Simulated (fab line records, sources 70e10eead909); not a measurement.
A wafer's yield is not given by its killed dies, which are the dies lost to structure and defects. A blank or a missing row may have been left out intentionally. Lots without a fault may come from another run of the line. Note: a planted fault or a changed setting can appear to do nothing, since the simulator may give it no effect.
Which tool was responsible? + flow nand-harc + 33 wafers from 11 lots sampled at 5 of the route's 1302 steps

WHAT THE GAUGES SHOWED, per wafer
NHARC_END_SORT_01. Usual: killed-at-array 59, standard deviation 17; killed-at-other 0.9, standard deviation 1.6; killed-at-periphery 3.7, standard deviation 2.3; killed-dies 64, standard deviation 17; killed-open 3.3, standard deviation 1.8; killed-short 2.4, standard deviation 1.6.
| lot  | measured     | on        | killed-at-array | killed-at-other | killed-at-periphery | killed-dies | killed-open | killed-short | flag |
|------|--------------|-----------|-----------------|-----------------|---------------------|-------------|-------------|--------------|------|
| L449 | day 30 20:09 | prober-01 | 85 324 78       | 0 0 0           | 1 3 9               | 86 327 87   | 4 1 2       | 2 7 2        | OFF  |
| L447 | day 30 04:33 | prober-01 | 61 359 74       | 0 1 0           | 4 0 2               | 65 360 76   | 3 4 3       | 4 2 0        | OFF  |

WHICH TOOL RAN EACH LOT (tool, then ch and the chambers of the sampled wafers, then the start)
| lot  | NHARC_A_CHANNEL_HOLE_D2_ETCH_16    | NHARC_A_CHANNEL_HOLE_D2_ETCH_20  | NHARC_A_CHANNEL_HOLE_D2_ETCH_22  | NHARC_A_CHANNEL_HOLE_D2_ETCH_24  |
|------|------------------------------------|----------------------------------|----------------------------------|----------------------------------|
| L435 | rie-diel-01 ch 1,2, day 13 15:16   | har-etch-01 ch 0,1, day 13 16:05 | har-etch-01 ch 0,1, day 13 16:53 | har-etch-01 ch 0,1, day 13 18:11 |
| L434 | rie-diel-13 ch 1,3, day 13 15:29   | har-etch-02 ch 0,1, day 13 17:28 | har-etch-02 ch 0,1, day 13 18:19 | har-etch-02 ch 0,1, day 13 19:39 |
| L436 | rie-diel-01 ch 1,2,3, day 14 11:15 | har-etch-01 ch 0,1, day 14 12:01 | har-etch-01 ch 0,1, day 14 12:46 | har-etch-01 ch 0,1, day 14 14:02 |
| L437 | rie-diel-01 ch 1,3, day 14 22:23   | har-etch-01 ch 0,1, day 15 01:00 | har-etch-01 ch 0,1, day 15 01:47 | har-etch-01 ch 0,1, day 15 03:05 |
| L440 | rie-diel-02 ch 0,1,2, day 15 13:04 | har-etch-01 ch 0,1, day 15 13:58 | har-etch-01 ch 0,1, day 15 14:43 | har-etch-01 ch 0,1, day 15 15:59 |
| L441 | rie-diel-13 ch 1,3, day 16 00:04   | har-etch-01 ch 0,1, day 16 00:56 | har-etch-01 ch 0,1, day 16 01:43 | har-etch-01 ch 0,1, day 16 03:00 |
| L449 | rie-diel-01 ch 1,3, day 19 06:11   | har-etch-01 ch 0,1, day 19 06:53 | har-etch-01 ch 0,1, day 19 07:39 | har-etch-01 ch 0,1, day 19 08:55 |
| L447 | rie-diel-01 ch 0,2,3, day 19 08:08 | har-etch-01 ch 0,1, day 19 11:04 | har-etch-01 ch 0,1, day 19 11:49 | har-etch-01 ch 0,1, day 19 13:05 |
| L454 | rie-diel-01 ch 1,3, day 21 21:07   | har-etch-02 ch 0,1, day 21 21:56 | har-etch-02 ch 0,1, day 21 22:43 | har-etch-02 ch 0,1, day 22 00:01 |
| L456 | rie-diel-02 ch 1,2,3, day 21 23:21 | har-etch-01 ch 0,1, day 22 01:41 | har-etch-01 ch 0,1, day 22 02:26 | har-etch-01 ch 0,1, day 22 03:41 |
| L457 | rie-diel-01 ch 0,1,2, day 22 19:24 | har-etch-02 ch 0,1, day 22 20:06 | har-etch-02 ch 0,1, day 22 20:54 | har-etch-02 ch 0,1, day 22 22:11 |
- NHARC_A_CHANNEL_HOLE_D2_ETCH_16: etches the open film in O2/COS, target depth 3100 nm, time 806 s.
- NHARC_A_CHANNEL_HOLE_D2_ETCH_20: etches the open film in C4F8/O2/Ar, time 361.9 s, target depth 1600 nm.
- NHARC_A_CHANNEL_HOLE_D2_ETCH_22: etches the open film in C4F8/O2/Ar, time 666.7 s, target depth 1600 nm.
- NHARC_A_CHANNEL_HOLE_D2_ETCH_24: etches the open film in C4F8/O2/Ar, time 906.2 s, target depth 1500 nm.

AS READ BY THE TOOLS THEMSELVES (means over the sampled wafers that have a number; for cases with no such wafer, the mark the record gives instead)
NHARC_A_CHANNEL_HOLE_D2_ETCH_16. Usual: cos-flow-sccm 20.00 sccm, standard deviation 0.061; drypump-motor-current-A 5.9 A, standard deviation 0.46; oes-product-au 1.002 a.u., standard deviation 0.014; rf-vpp-V 313.8 V, standard deviation 2.4; showerhead-plenum-p-Torr 3.10 Torr, standard deviation 0.15; throttle-valve-pct 28.329 %, standard deviation 0.0092.
| lot  | tool        | cos-flow-sccm (sccm) | drypump-motor-current-A (A) | oes-product-au (a.u.) | rf-vpp-V (V) | showerhead-plenum-p-Torr (Torr) | throttle-valve-pct (%) | flag |
|------|-------------|----------------------|-----------------------------|-----------------------|--------------|---------------------------------|------------------------|------|
| L435 | rie-diel-01 | 19.97                | 5.7                         | 1.005                 | 311.0        | 2.93                            | 28.331                 |      |
| L434 | rie-diel-13 | 19.97                | 6.2                         | 0.974                 | 312.5        | 3.07                            | 28.323                 |      |
| L436 | rie-diel-01 | 20.04                | 5.5                         | 1.006                 | 313.4        | 3.07                            | 28.323                 |      |
| L437 | rie-diel-01 | 19.96                | 5.5                         | 0.992                 | 315.7        | 3.21                            | 28.335                 |      |
| L440 | rie-diel-02 | 19.97                | 5.8                         | 1.000                 | 313.7        | 3.10                            | 28.332                 |      |
| L441 | rie-diel-13 | 20.04                | 6.2                         | 1.002                 | 313.2        | 3.07                            | 28.334                 |      |
| L449 | rie-diel-01 | 20.02                | 5.4                         | 0.958                 | 315.2        | 3.20                            | 28.335                 | OFF  |
| L447 | rie-diel-01 | 19.99                | 5.8                         | 0.962                 | 314.1        | 3.12                            | 28.333                 |      |
| L454 | rie-diel-01 | 20.00                | 5.5                         | 1.006                 | 313.5        | 3.08                            | 28.332                 |      |
| L456 | rie-diel-02 | 20.04                | 5.4                         | 0.999                 | 314.2        | 3.11                            | 28.337                 |      |
| L457 | rie-diel-01 | 20.01                | 6.0                         | 1.005                 | 313.0        | 2.98                            | 28.332                 |      |

NHARC_A_CHANNEL_HOLE_D2_ETCH_20. Usual: drypump-motor-current-A 5.3 A, standard deviation 0.46; showerhead-plenum-p-Torr 3.61 Torr, standard deviation 0.14; throttle-valve-pct 32.156 %, standard deviation 0.0092.
| lot  | tool        | drypump-motor-current-A (A) | showerhead-plenum-p-Torr (Torr) | throttle-valve-pct (%) | flag |
|------|-------------|-----------------------------|---------------------------------|------------------------|------|
| L435 | har-etch-01 | 5.3                         | 3.53                            | 32.163                 |      |
| L434 | har-etch-02 | 5.2                         | 3.64                            | 32.161                 |      |
| L436 | har-etch-01 | 5.0                         | 3.58                            | 32.161                 |      |
| L437 | har-etch-01 | 5.3                         | 3.52                            | 32.157                 |      |
| L440 | har-etch-01 | 5.1                         | 3.56                            | 32.155                 |      |
| L441 | har-etch-01 | 5.1                         | 3.56                            | 32.167                 |      |
| L449 | har-etch-01 | 5.0                         | 3.54                            | 32.156                 |      |
| L447 | har-etch-01 | 5.0                         | 3.54                            | 32.153                 |      |
| L454 | har-etch-02 | 5.5                         | 3.75                            | 32.162                 |      |
| L456 | har-etch-01 | 5.1                         | 3.52                            | 32.161                 |      |
| L457 | har-etch-02 | 5.3                         | 3.81                            | 32.151                 |      |

NHARC_A_CHANNEL_HOLE_D2_ETCH_22. Usual: drypump-motor-current-A 5.3 A, standard deviation 0.46; showerhead-plenum-p-Torr 3.61 Torr, standard deviation 0.14; throttle-valve-pct 32.154 %, standard deviation 0.0087.
| lot  | tool        | drypump-motor-current-A (A) | showerhead-plenum-p-Torr (Torr) | throttle-valve-pct (%) | flag |
|------|-------------|-----------------------------|---------------------------------|------------------------|------|
| L435 | har-etch-01 | 5.3                         | 3.53                            | 32.153                 |      |
| L434 | har-etch-02 | 5.2                         | 3.64                            | 32.157                 |      |
| L436 | har-etch-01 | 5.1                         | 3.58                            | 32.150                 |      |
| L437 | har-etch-01 | 5.3                         | 3.52                            | 32.155                 |      |
| L440 | har-etch-01 | 5.0                         | 3.56                            | 32.161                 |      |
| L441 | har-etch-01 | 5.1                         | 3.56                            | 32.160                 |      |
| L449 | har-etch-01 | 5.0                         | 3.54                            | 32.150                 |      |
| L447 | har-etch-01 | 5.0                         | 3.54                            | 32.155                 |      |
| L454 | har-etch-02 | 5.6                         | 3.75                            | 32.156                 |      |
| L456 | har-etch-01 | 5.0                         | 3.51                            | 32.159                 |      |
| L457 | har-etch-02 | 5.2                         | 3.81                            | 32.155                 |      |

NHARC_A_CHANNEL_HOLE_D2_ETCH_24. Usual: drypump-motor-current-A 5.3 A, standard deviation 0.46; showerhead-plenum-p-Torr 3.60 Torr, standard deviation 0.14; throttle-valve-pct 32.234 %, standard deviation 0.0091.
| lot  | tool        | drypump-motor-current-A (A) | showerhead-plenum-p-Torr (Torr) | throttle-valve-pct (%) | flag |
|------|-------------|-----------------------------|---------------------------------|------------------------|------|
| L435 | har-etch-01 | 5.3                         | 3.53                            | 32.233                 |      |
| L434 | har-etch-02 | 5.2                         | 3.64                            | 32.232                 |      |
| L436 | har-etch-01 | 5.1                         | 3.57                            | 32.236                 |      |
| L437 | har-etch-01 | 5.3                         | 3.52                            | 32.229                 |      |
| L440 | har-etch-01 | 5.1                         | 3.56                            | 32.238                 |      |
| L441 | har-etch-01 | 5.0                         | 3.55                            | 32.229                 |      |
| L449 | har-etch-01 | 5.0                         | 3.53                            | 32.231                 |      |
| L447 | har-etch-01 | 5.0                         | 3.53                            | 32.228                 |      |
| L454 | har-etch-02 | 5.6                         | 3.74                            | 32.237                 |      |
| L456 | har-etch-01 | 5.0                         | 3.51                            | 32.238                 |      |
| L457 | har-etch-02 | 5.3                         | 3.81                            | 32.231                 |      |

THE ANSWER, worked out from the rows above alone
Rule: a lot is off if the mean of its wafers that have a number lies more than 3 standard deviations from the usual mean. Also off: a lot with no number at a reading for which 4 or more lots have one. Any other lot the step has rows for is counted as sound. After the gauges, taken in route order, come the tools' own readings; for these a lot's mean is taken, as printed above. The first step at which some lot is off is used, and at that step the reading that is off furthest; a lot without a number counts as furthest.
Off at NHARC_END_SORT_01 (killed-at-array): L449, L447. Neither off nor sound, because the step has no rows for them: L435, L434, L436, L437, L440, L441, L454, L456, L457.
If a tool, at a process step before that reading, ran all the lots that are off and no sound lot after the first of them, it fits. The gauges at NHARC_END_SORT_01 are tried like those tools. Can't be told from this: 3 tools fit, rie-diel-01 at NHARC_A_CHANNEL_HOLE_D2_ETCH_16, har-etch-01 at NHARC_A_CHANNEL_HOLE_D2_ETCH_20 and NHARC_A_CHANNEL_HOLE_D2_ETCH_22 and NHARC_A_CHANNEL_HOLE_D2_ETCH_24, prober-01 at NHARC_END_SORT_01.

WHAT WAS PUT IN BY THE SIMULATOR
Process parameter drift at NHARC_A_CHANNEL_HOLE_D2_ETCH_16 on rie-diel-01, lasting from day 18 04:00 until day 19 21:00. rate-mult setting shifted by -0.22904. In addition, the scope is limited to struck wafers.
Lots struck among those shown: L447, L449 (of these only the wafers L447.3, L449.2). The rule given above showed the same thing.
